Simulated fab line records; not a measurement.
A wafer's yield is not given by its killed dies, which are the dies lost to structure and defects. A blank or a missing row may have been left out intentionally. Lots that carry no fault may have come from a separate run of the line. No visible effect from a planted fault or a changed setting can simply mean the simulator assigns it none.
fab line records + flow nand-harc
record
- lots=11
- wafers=33
- last-day=35
route steps=1302 shown A_CHANNEL_HOLE_D2@585 A_CHANNEL_FILL_D2@612
lots that met no fault: taken from a fault-free run of the same line
start-h: start of the lot's first displayed wafer, in hours after the record's first day + wait-h: hours elapsed since this lot's preceding step + " the same as in the row above + L1.1+2: one row covering several wafers at once + - no value, or no start was given + * or withheld: withheld + < > ~ a bound
route shown NAME@n: a module of which the file shows steps, and the number in the route of the first + usual: the fault-free wafers' mean and standard deviation + same: alike in all rows + chamber/n: place in a boat + sites: the reading at each site + _std_site: standard deviation of those values + _edge_site: mean of outer sites minus mean of inner sites + radius-mm: for every site, how far away it sits from the centre of the wafer + mask NAME#n: copy n + behind: tool/chamber where the wafer was last shaped + hold: why the lot went on hold/how many hours it stayed there/how the hold came to an end + device: which transistor (n, p or np) failed to switch + end of line: at the end of the route, the tests of the same wafers + a step without rows: its recipe alone + killed: dies that structure and defects cost at the first sort, which is not the same as the wafer's yield + map: dies across one wafer; x = killed, . = not, _ = none there
set.NAME: the run value of the setting; set.NAME@STEP: its run value at that earlier step + model.NAME: the simulator's own value behind a step, which no gauge read
route steps across a sampled set of lots; one table per step, one row per wafer
services: when a tool's chamber went out of use (start-h, in hours from the record's first day, below 0 if earlier), for how many hours, and the reason
## steps
# step NHARC_A_CHANNEL_HOLE_D2_DESCUM_15
# recipe
- time-s=3
- o2-flow-sccm=200
- ar-flow-sccm=0
- bias-power-w=0
- chemistry=O2
# usual
- drypump-motor-current-A=5.7/0.32
- oes-product-au=0.998/0.01
- rf-vpp-V=57.7/0.89
- showerhead-plenum-p-Torr=1.90/0.07
- throttle-valve-pct=11.310/0.0095
| lot.wafer | tool        | chamber | start-h | wait-h | drypump-motor-current-A | oes-product-au | rf-hours-counter-h | rf-vpp-V | showerhead-plenum-p-Torr | throttle-valve-pct |
|-----------|-------------|---------|---------|--------|-------------------------|----------------|--------------------|----------|--------------------------|--------------------|
| L252.3    | rie-diel-05 | 0       | 293.33  | 0.1    | 6.0                     | 1.008          | 3                  | 58.5     | 1.96                     | 11.298             |
| L252.2    | "           | 1       | "       | "      | 5.6                     | 1.010          | 3                  | 59.2     | 1.94                     | 11.302             |
| L252.5    | "           | 2       | "       | "      | 5.0                     | 1.009          | -                  | 56.9     | 1.89                     | 11.306             |
| L254.4    | rie-diel-05 | 1       | 298.68  | 0.1    | 5.6                     | 1.011          | 3                  | 58.6     | 1.94                     | 11.310             |
| L254.2    | "           | 3       | "       | "      | 6.1                     | 0.997          | 4                  | 58.1     | 1.80                     | 11.305             |
| L254.5    | "           | 1       | "       | "      | 5.5                     | 1.015          | -                  | 58.6     | 1.94                     | 11.331             |
| L259.3    | rie-diel-11 | 0       | 394.42  | 0.1    | 5.8                     | 0.993          | 5                  | 58.1     | 1.97                     | 11.312             |
| L259.1    | "           | 2       | "       | "      | 5.4                     | 0.989          | 9                  | 57.8     | 1.88                     | 11.301             |
| L259.6    | "           | 0       | "       | "      | 5.8                     | 1.001          | -                  | 57.3     | 1.97                     | 11.298             |
| L258.2    | rie-diel-05 | 0       | 406.25  | 0.1    | 6.0                     | 0.994          | 12                 | 56.9     | 1.96                     | 11.320             |
| L258.4    | "           | 1       | "       | "      | 5.6                     | 1.013          | 10                 | 58.4     | 1.94                     | 11.317             |
| L258.5    | "           | 0       | "       | "      | 6.0                     | 1.006          | -                  | 59.2     | 1.96                     | 11.286             |
| L263.3    | rie-diel-02 | 3       | 410.53  | 0.1    | 5.7                     | 0.984          | 1                  | 59.1     | 1.91                     | 11.305             |
| L263.4    | "           | 1       | "       | "      | 6.0                     | 1.007          | 1                  | 58.5     | 1.83                     | 11.319             |
| L263.6    | "           | 3       | "       | "      | 5.7                     | 0.993          | -                  | 56.6     | 1.91                     | 11.323             |
| L264.1    | rie-diel-11 | 1       | 414.19  | 0.1    | 5.5                     | 0.993          | 7                  | 57.7     | 1.78                     | 11.305             |
| L264.4    | "           | 2       | "       | "      | 5.4                     | 0.992          | 11                 | 58.5     | 1.87                     | 11.313             |
| L264.3    | "           | 0       | "       | "      | 5.7                     | 0.982          | 6                  | 57.1     | 1.97                     | 11.311             |
| L267.6    | rie-diel-05 | 2       | 435.69  | 0.1    | 5.0                     | 1.012          | -                  | 55.0     | 1.88                     | 11.316             |
| L267.4    | "           | 3       | "       | "      | 6.1                     | 1.015          | -                  | 57.3     | 1.79                     | 11.306             |
| L267.5    | "           | 1       | "       | "      | 5.6                     | 1.007          | -                  | 57.7     | 1.94                     | 11.317             |
| L268.3    | rie-diel-11 | 1       | 452.53  | 0.1    | 5.5                     | 0.985          | 1                  | 56.3     | 1.78                     | 11.312             |
| L268.1    | "           | 3       | "       | "      | 6.3                     | 1.016          | 1                  | 57.6     | 2.01                     | 11.322             |
| L268.5    | "           | 1       | "       | "      | 5.6                     | 0.992          | -                  | 56.0     | 1.78                     | 11.300             |
| L271.2    | rie-diel-02 | 0       | 472.15  | 0.1    | 5.5                     | 0.992          | 5                  | 58.1     | 2.00                     | 11.307             |
| L271.1    | "           | 1       | "       | "      | 5.9                     | 0.989          | 5                  | 59.5     | 1.83                     | 11.319             |
| L271.5    | "           | 0       | "       | "      | 5.5                     | 0.992          | -                  | 59.1     | 2.00                     | 11.334             |
| L270.1    | rie-diel-11 | 1       | 473.64  | 0.1    | 5.6                     | 0.987          | 3                  | 57.2     | 1.78                     | 11.286             |
| L270.5    | "           | 1       | "       | "      | 5.6                     | 0.985          | -                  | 57.7     | 1.78                     | 11.309             |
| L270.6    | "           | 2       | "       | "      | 5.4                     | 0.989          | -                  | 56.8     | 1.87                     | 11.317             |
| L275.2    | rie-diel-11 | 0       | 543.04  | 0.1    | 5.8                     | 0.993          | 5                  | 57.5     | 1.97                     | 11.301             |
| L275.3    | "           | 1       | "       | "      | 5.5                     | 0.973          | 5                  | 58.0     | 1.78                     | 11.310             |
| L275.6    | "           | 3       | "       | "      | 6.3                     | 1.005          | -                  | 58.2     | 2.01                     | 11.317             |
# step NHARC_A_CHANNEL_HOLE_D2_ETCH_16
# recipe
- target-depth-a=31000
- over-etch-frac=0.3
- time-s=806
- ion-energy-ev=150
- o2-flow-sccm=400
- cos-flow-sccm=20
- ar-flow-sccm=0
- rf-w=500
- bias-w=300
- chemistry=O2/COS
# usual
- drypump-motor-current-A=5.7/0.32
- oes-product-au=0.996/0.01
- rf-vpp-V=314.0/1.7
- showerhead-plenum-p-Torr=3.12/0.11
- throttle-valve-pct=28.330/0.0091
# same
- over-etch-frac=0.3
| lot.wafer | tool        | chamber | start-h | wait-h | drypump-motor-current-A | oes-product-au | rf-hours-counter-h | rf-vpp-V | showerhead-plenum-p-Torr | throttle-valve-pct |
|-----------|-------------|---------|---------|--------|-------------------------|----------------|--------------------|----------|--------------------------|--------------------|
| L252.3    | rie-diel-05 | 2       | -       | -      | 5.1                     | 1.006          | 3.0                | 313.4    | 3.08                     | 28.339             |
| L252.2    | "           | 3       | "       | "      | 6.1                     | 0.991          | 3.7                | 311.7    | 2.94                     | 28.338             |
| L252.5    | "           | 0       | "       | "      | 6.0                     | 1.012          | -                  | 314.6    | 3.20                     | 28.336             |
| L254.2    | rie-diel-05 | 3       | -       | -      | 6.1                     | 0.993          | 4.2                | 312.2    | 2.94                     | 28.321             |
| L254.4    | "           | 2       | "       | "      | 5.0                     | 1.000          | 3.5                | 312.7    | 3.08                     | 28.324             |
| L254.5    | "           | 0       | "       | "      | 6.0                     | 0.998          | -                  | 315.6    | 3.20                     | 28.330             |
| L259.3    | rie-diel-11 | 3       | -       | -      | 6.3                     | 1.005          | 8.8                | 316.1    | 3.27                     | 28.329             |
| L259.1    | "           | 0       | "       | "      | 5.7                     | 0.992          | 5.2                | 316.9    | 3.21                     | 28.314             |
| L259.6    | "           | 2       | "       | "      | 5.4                     | 0.984          | -                  | 314.7    | 3.06                     | 28.325             |
| L258.4    | rie-diel-02 | 3       | -       | -      | 5.7                     | 0.978          | 0.9                | 314.1    | 3.12                     | 28.337             |
| L258.2    | "           | 0       | "       | "      | 5.5                     | 0.991          | 0.9                | 316.5    | 3.25                     | 28.330             |
| L258.5    | "           | 0       | "       | "      | 5.5                     | 1.008          | -                  | 316.5    | 3.25                     | 28.322             |
| L263.3    | rie-diel-02 | 0       | -       | -      | 5.5                     | 1.000          | 1.6                | 315.4    | 3.25                     | 28.343             |
| L263.4    | "           | 2       | "       | "      | 5.7                     | 0.992          | 1.1                | 314.1    | 3.07                     | 28.340             |
| L263.6    | "           | 3       | "       | "      | 5.7                     | 0.994          | -                  | 313.2    | 3.12                     | 28.329             |
| L264.4    | rie-diel-11 | 1       | -       | -      | 5.6                     | 0.992          | 6.8                | 311.5    | 2.91                     | 28.333             |
| L264.1    | "           | 2       | "       | "      | 5.4                     | 0.975          | 10.9               | 312.1    | 3.06                     | 28.331             |
| L264.3    | "           | 3       | "       | "      | 6.3                     | 1.008          | 10.4               | 314.7    | 3.27                     | 28.327             |
| L267.6    | rie-diel-05 | 2       | -       | -      | 5.1                     | 1.003          | -                  | 314.5    | 3.08                     | 28.338             |
| L267.5    | "           | 3       | "       | "      | 6.1                     | 1.003          | -                  | 310.6    | 2.94                     | 28.320             |
| L267.4    | "           | 1       | "       | "      | 5.6                     | 0.988          | -                  | 313.7    | 3.17                     | 28.334             |
| L268.3    | rie-diel-11 | 0       | -       | -      | 5.8                     | 0.995          | 1.0                | 316.2    | 3.21                     | 28.332             |
| L268.1    | "           | 2       | "       | "      | 5.4                     | 0.986          | 1.3                | 315.1    | 3.06                     | 28.319             |
| L268.5    | "           | 0       | "       | "      | 5.8                     | 0.997          | -                  | 316.3    | 3.21                     | 28.321             |
| L271.1    | rie-diel-02 | 2       | -       | -      | 5.7                     | 0.988          | 4.8                | 313.1    | 3.07                     | 28.344             |
| L271.2    | "           | 1       | "       | "      | 6.0                     | 1.001          | 4.9                | 311.7    | 2.99                     | 28.328             |
| L271.5    | "           | 1       | "       | "      | 6.0                     | 1.003          | -                  | 313.4    | 3.00                     | 28.324             |
| L270.1    | rie-diel-11 | 2       | -       | -      | 5.4                     | 0.975          | 3.1                | 313.2    | 3.06                     | 28.334             |
| L270.5    | "           | 2       | "       | "      | 5.4                     | 0.985          | -                  | 313.1    | 3.06                     | 28.320             |
| L270.6    | "           | 3       | "       | "      | 6.3                     | 1.003          | -                  | 316.5    | 3.27                     | 28.319             |
| L275.2    | rie-diel-11 | 2       | -       | -      | 5.4                     | 0.991          | 6.0                | 313.5    | 3.06                     | 28.355             |
| L275.3    | "           | 0       | "       | "      | 5.8                     | 1.009          | 5.8                | 315.3    | 3.21                     | 28.333             |
| L275.6    | "           | 3       | "       | "      | 6.3                     | 1.009          | -                  | 317.6    | 3.27                     | 28.314             |
# step NHARC_A_CHANNEL_HOLE_D2_ETCH_25
# recipe
- bias-v=5000
- source-w=withheld
- pressure-mtorr=20
- time-s=1040.2
- ar-flow-sccm=375
- c4f8-flow-sccm=93.8
- o2-flow-sccm=31.2
- temp-c=-20
- target-depth-a=15000
- chemistry=C4F8/O2/Ar
# usual
- c4f8-flow-sccm=93.82/0.28
- drypump-motor-current-A=5.82/0.18
- showerhead-plenum-p-Torr=3.70/0.14
- throttle-valve-pct=32.233/0.0098
| lot.wafer | tool        | chamber | start-h | wait-h | c4f8-flow-sccm | drypump-motor-current-A | rf-hours-counter-h | showerhead-plenum-p-Torr | throttle-valve-pct |
|-----------|-------------|---------|---------|--------|----------------|-------------------------|--------------------|--------------------------|--------------------|
| L252.2    | har-etch-01 | 0       | 307.42  | 0.6    | 93.31          | 5.66                    | 160                | 3.69                     | 32.233             |
| L252.3    | "           | 0       | "       | "      | 93.19          | 5.66                    | -                  | 3.69                     | 32.228             |
| L252.5    | "           | 1       | "       | "      | 93.56          | 5.86                    | -                  | 3.65                     | 32.236             |
| L254.2    | har-etch-02 | 0       | 315.46  | 1.3    | 93.79          | 5.72                    | -                  | 3.53                     | 32.213             |
| L254.4    | "           | 0       | "       | "      | 93.48          | 5.73                    | -                  | 3.53                     | 32.255             |
| L254.5    | "           | 0       | "       | "      | 93.46          | 5.72                    | -                  | 3.53                     | 32.236             |
| L259.1    | har-etch-02 | 0       | 402.93  | 0.7    | 93.36          | 5.76                    | 7                  | 3.92                     | 32.261             |
| L259.3    | "           | 1       | "       | "      | 93.78          | 6.21                    | -                  | 3.92                     | 32.237             |
| L259.6    | "           | 1       | "       | "      | 93.88          | 6.20                    | -                  | 3.92                     | 32.229             |
| L258.2    | har-etch-01 | 0       | 422.33  | 0.6    | 93.74          | 5.64                    | 232                | 3.65                     | 32.234             |
| L258.4    | "           | 0       | "       | "      | 93.68          | 5.65                    | -                  | 3.65                     | 32.228             |
| L258.5    | "           | 1       | "       | "      | 93.81          | 5.82                    | -                  | 3.61                     | 32.221             |
| L263.3    | har-etch-01 | 0       | 430.65  | 0.7    | 94.09          | 5.65                    | -                  | 3.65                     | 32.237             |
| L263.4    | "           | 1       | "       | "      | 93.81          | 5.85                    | -                  | 3.60                     | 32.248             |
| L263.6    | "           | 0       | "       | "      | 93.90          | 5.66                    | -                  | 3.65                     | 32.240             |
| L264.1    | har-etch-01 | 0       | 434.66  | 0.7    | 93.90          | 5.65                    | 244                | 3.64                     | 32.240             |
| L264.3    | "           | 1       | "       | "      | 94.00          | 5.84                    | -                  | 3.60                     | 32.250             |
| L264.4    | "           | 0       | "       | "      | 93.86          | 5.65                    | -                  | 3.64                     | 32.233             |
| L267.4    | har-etch-01 | 1       | 447.11  | 0.7    | 93.94          | 5.85                    | -                  | 3.60                     | 32.241             |
| L267.6    | "           | 0       | "       | "      | 93.98          | 5.66                    | -                  | 3.64                     | 32.210             |
| L267.5    | "           | 1       | "       | "      | 93.98          | 5.85                    | -                  | 3.60                     | 32.227             |
| L268.1    | har-etch-01 | 1       | 458.99  | 0.7    | 93.77          | 5.85                    | 267                | 3.59                     | 32.233             |
| L268.3    | "           | 0       | "       | "      | 93.97          | 5.65                    | -                  | 3.63                     | 32.221             |
| L268.5    | "           | 0       | "       | "      | 93.60          | 5.66                    | -                  | 3.63                     | 32.239             |
| L271.2    | har-etch-02 | 1       | 476.45  | 0.6    | 94.16          | 6.18                    | 53                 | 3.90                     | 32.231             |
| L271.1    | "           | 0       | "       | "      | 94.00          | 5.73                    | 53                 | 3.90                     | 32.230             |
| L271.5    | "           | 0       | "       | "      | 94.22          | 5.72                    | -                  | 3.90                     | 32.207             |
| L270.1    | har-etch-01 | 1       | 478.02  | 0.7    | 93.17          | 5.86                    | 282                | 3.58                     | 32.222             |
| L270.5    | "           | 0       | "       | "      | 93.76          | 5.64                    | -                  | 3.62                     | 32.222             |
| L270.6    | "           | 1       | "       | "      | 93.66          | 5.86                    | -                  | 3.58                     | 32.244             |
| L275.2    | har-etch-02 | 1       | 547.12  | 0.6    | 94.31          | 6.21                    | 80                 | 3.88                     | 32.235             |
| L275.3    | "           | 1       | "       | "      | 94.49          | 6.15                    | -                  | 3.88                     | 32.224             |
| L275.6    | "           | 1       | "       | "      | 94.18          | 6.20                    | -                  | 3.88                     | 32.221             |
# step NHARC_A_CHANNEL_HOLE_D2_XSEM_32
# recipe
- landing-energy-ev=35000
# usual
- bot-cd-nm=75.1/1.4
- bow-nm=8.66/0.28
- tilt-deg=0.08/0.04
| lot.wafer | tool    | chamber | start-h | wait-h | bot-cd-nm | bow-nm | tilt-deg |
|-----------|---------|---------|---------|--------|-----------|--------|----------|
| L252.2    | xsem-02 | 0       | 310.14  | 0.1    | 74.8      | 9.09   | 0.01     |
| L252.3    | "       | 0       | "       | "      | 76.8      | 9.10   | 0.01     |
| L252.5    | "       | 0       | "       | "      | 73.4      | 9.12   | 0.01     |
| L254.2    | xsem-02 | 0       | 319.19  | 0.1    | 74.0      | 8.76   | 0.10     |
| L254.4    | "       | 0       | "       | "      | 74.5      | 8.77   | 0.10     |
| L254.5    | "       | 0       | "       | "      | 74.4      | 8.73   | 0.10     |
| L259.1    | xsem-01 | 0       | 405.49  | 0.1    | 74.6      | 8.28   | 0.09     |
| L259.3    | "       | 0       | "       | "      | 75.3      | 8.27   | 0.09     |
| L259.6    | "       | 0       | "       | "      | 74.7      | 8.22   | 0.09     |
| L258.2    | xsem-02 | 0       | 425.08  | 0.1    | 74.8      | 8.69   | 0.08     |
| L258.4    | "       | 0       | "       | "      | 74.3      | 8.65   | 0.08     |
| L258.5    | "       | 0       | "       | "      | 74.5      | 8.83   | 0.08     |
| L263.3    | xsem-01 | 0       | 433.07  | 0.1    | 75.1      | 8.29   | 0.07     |
| L263.4    | "       | 0       | "       | "      | 74.6      | 8.35   | 0.07     |
| L263.6    | "       | 0       | "       | "      | 75.5      | 8.37   | 0.07     |
| L264.1    | xsem-01 | 0       | 437.21  | 0.1    | 75.9      | 8.67   | 0.08     |
| L264.3    | "       | 0       | "       | "      | 75.0      | 8.61   | 0.08     |
| L264.4    | "       | 0       | "       | "      | 73.5      | 8.62   | 0.08     |
| L267.4    | xsem-02 | 0       | 449.41  | 0.1    | 73.9      | 8.73   | 0.03     |
| L267.5    | "       | 0       | "       | "      | 76.3      | 8.76   | 0.03     |
| L267.6    | "       | 0       | "       | "      | 74.7      | 8.71   | 0.03     |
| L267.4    | xsem-02 | 0       | -       | -      | 73.9      | -      | 0.06     |
| L267.5    | "       | 0       | "       | "      | 75.2      | -      | 0.06     |
| L267.6    | "       | 0       | "       | "      | 75.1      | -      | 0.06     |
| L268.1    | xsem-01 | 0       | 461.56  | 0.1    | 75.2      | 8.79   | 0.10     |
| L268.3    | "       | 0       | "       | "      | 75.9      | 8.77   | 0.10     |
| L268.5    | "       | 0       | "       | "      | 77.7      | 8.77   | 0.10     |
| L268.1    | xsem-01 | 0       | -       | -      | 75.5      | -      | 0.05     |
| L268.3    | "       | 0       | "       | "      | 77.0      | -      | 0.05     |
| L268.5    | "       | 0       | "       | "      | 78.0      | -      | 0.04     |
| L271.1    | xsem-02 | 0       | 479.16  | 0.1    | 74.0      | 8.41   | 0.12     |
| L271.2    | "       | 0       | "       | "      | 75.4      | 8.45   | 0.12     |
| L271.5    | "       | 0       | "       | "      | 75.4      | 8.49   | 0.11     |
| L270.1    | xsem-01 | 0       | 480.58  | 0.1    | 72.6      | 8.76   | 0.02     |
| L270.5    | "       | 0       | "       | "      | 73.4      | 8.80   | 0.02     |
| L270.6    | "       | 0       | "       | "      | 70.2      | 8.81   | 0.02     |
| L270.1    | xsem-01 | 0       | -       | -      | 72.9      | -      | -0.03    |
| L270.5    | "       | 0       | "       | "      | 74.0      | -      | -0.03    |
| L270.6    | "       | 0       | "       | "      | 70.9      | -      | -0.03    |
| L275.2    | xsem-01 | 0       | 549.82  | 0.1    | 75.8      | 9.09   | 0.04     |
| L275.3    | "       | 0       | "       | "      | 74.6      | 9.04   | 0.04     |
| L275.6    | "       | 0       | "       | "      | 77.6      | 9.12   | 0.04     |
# step NHARC_A_CHANNEL_FILL_D2_ALD_02
# recipe
- target-thk-a=60
- pulse-time-s=10
- ald-cycles=60
- temp-c=300
- material=SiO2
# usual
- heater-power-w=468/38
- precursor-pulse-height-rel=1.003/0.02
| lot.wafer | tool      | chamber | start-h | wait-h | heater-power-w | precursor-pulse-height-rel |
|-----------|-----------|---------|---------|--------|----------------|----------------------------|
| L252.3    | ald-hk-04 | 1       | 310.50  | -      | 472            | 1.028                      |
| L252.2    | "         | 2       | "       | "      | 456            | 0.978                      |
| L252.5    | "         | 1       | "       | "      | 471            | 1.018                      |
| L254.4    | ald-hk-04 | 1       | 319.48  | -      | 477            | 1.028                      |
| L254.2    | "         | 2       | "       | "      | 455            | 1.068                      |
| L254.5    | "         | 1       | "       | "      | 471            | 1.023                      |
| L259.1    | ald-hk-01 | 1       | 405.78  | -      | 482            | 1.027                      |
| L259.3    | "         | 2       | "       | "      | 463            | 0.982                      |
| L259.6    | "         | 1       | "       | "      | 492            | 1.030                      |
| L258.4    | ald-hk-01 | 1       | 425.37  | -      | 497            | 1.006                      |
| L258.2    | "         | 3       | "       | "      | 481            | 0.998                      |
| L258.5    | "         | 2       | "       | "      | 445            | 1.027                      |
| L263.4    | ald-hk-01 | 0       | 433.43  | -      | 436            | 0.989                      |
| L263.3    | "         | 2       | "       | "      | 455            | 1.018                      |
| L263.6    | "         | 3       | "       | "      | 483            | 0.998                      |
| L264.1    | ald-hk-02 | 2       | 437.57  | -      | 485            | 1.031                      |
| L264.4    | "         | 3       | "       | "      | 483            | 1.014                      |
| L264.3    | "         | 0       | "       | "      | 404            | 0.978                      |
| L267.4    | ald-hk-04 | 2       | 451.76  | -      | 466            | 1.028                      |
| L267.6    | "         | 3       | "       | "      | 401            | 0.999                      |
| L267.5    | "         | 0       | "       | "      | 523            | 1.027                      |
| L268.3    | ald-hk-02 | 2       | 463.19  | -      | 499            | 0.994                      |
| L268.1    | "         | 0       | "       | "      | 421            | 0.955                      |
| L268.5    | "         | 3       | "       | "      | 489            | 1.010                      |
| L271.2    | ald-hk-02 | 2       | 479.52  | -      | 497            | 1.020                      |
| L271.1    | "         | 1       | "       | "      | 531            | 1.007                      |
| L271.5    | "         | 3       | "       | "      | 490            | 0.975                      |
| L270.1    | ald-hk-02 | 2       | 483.72  | -      | 506            | 1.016                      |
| L270.6    | "         | 1       | "       | "      | 522            | 1.012                      |
| L270.5    | "         | 2       | "       | "      | 510            | 1.023                      |
| L275.2    | ald-hk-04 | 2       | 550.19  | -      | 462            | 1.011                      |
| L275.3    | "         | 3       | "       | "      | 394            | 1.016                      |
| L275.6    | "         | 2       | "       | "      | 472            | 1.003                      |
## services
| tool        | chamber | start-h | hours | kind   |
|-------------|---------|---------|-------|--------|
| ald-hk-01   | -       | 273.13  | 1.7   | repair |
| rie-diel-11 | 0       | 283.12  | 16.4  | repair |
| rie-diel-11 | 1       | 288.76  | 28.3  | repair |
| rie-diel-11 | 2       | 289.41  | -     | clean  |
| rie-diel-11 | 3       | 289.41  | -     | clean  |
| rie-diel-02 | 0       | 290.11  | 2.6   | repair |
| ald-hk-01   | -       | 297.85  | 10.0  | pm     |
| rie-diel-02 | 0       | 306.35  | 5.4   | repair |
| xsem-01     | -       | 374.00  | 14.0  | pm     |
| har-etch-02 | -       | 379.02  | 17.0  | pm     |
| xsem-02     | -       | 387.57  | 0.5   | repair |
| rie-diel-02 | -       | 393.70  | 9.0   | pm     |
| rie-diel-11 | 1       | 404.02  | 6.6   | repair |
| rie-diel-05 | -       | 406.63  | 9.0   | pm     |
| rie-diel-02 | -       | 417.89  | 2.5   | repair |
| rie-diel-11 | -       | 419.84  | 1.0   | repair |
| ald-hk-04   | -       | 432.49  | 10.0  | pm     |
| rie-diel-11 | -       | 432.91  | 9.0   | pm     |
| rie-diel-05 | 0       | 435.49  | 1.6   | repair |
| rie-diel-02 | 3       | 449.58  | 30.1  | repair |
| rie-diel-02 | 2       | 453.83  | 3.8   | repair |
| rie-diel-05 | 0       | 471.39  | 2.9   | repair |
| xsem-02     | -       | 518.50  | 1.4   | repair |
| rie-diel-02 | 0       | 550.30  | 3.8   | repair |
## key
first-sign
- step=NHARC_A_CHANNEL_HOLE_D2_XSEM_32
- reading=visit
- direction=added
effect none on later readings
met-at NHARC_A_CHANNEL_HOLE_D2_ETCH_25
struck-lots L267,L268,L270
struck-wafers L267.4,L267.5,L268.1,L270.1,L270.6
tester-left-out L267,L268,L270
not-acting-at NHARC_A_CHANNEL_HOLE_D2_DESCUM_15,NHARC_A_CHANNEL_HOLE_D2_ETCH_16,NHARC_A_CHANNEL_FILL_D2_ALD_02
onset-between 434.66 447.11
fault
- kind=process-parameter-drift
- tool=har-etch-01
- chamber=1
- onset-h=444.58
- steps=NHARC_A_CHANNEL_HOLE_D2_ETCH_25
- channel=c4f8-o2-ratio
- offset=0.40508
- shape=step
- end-h=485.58
- acts-in=these-recipes-only
- stated=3
# tester-left-out: of these lots the tester's yield and bins aren't shown, on N5 and GAA mostly nor the transistor test; their killed dies are dies lost to structure and defects alone, not to doping, threshold or leakage, so they don't give the yield
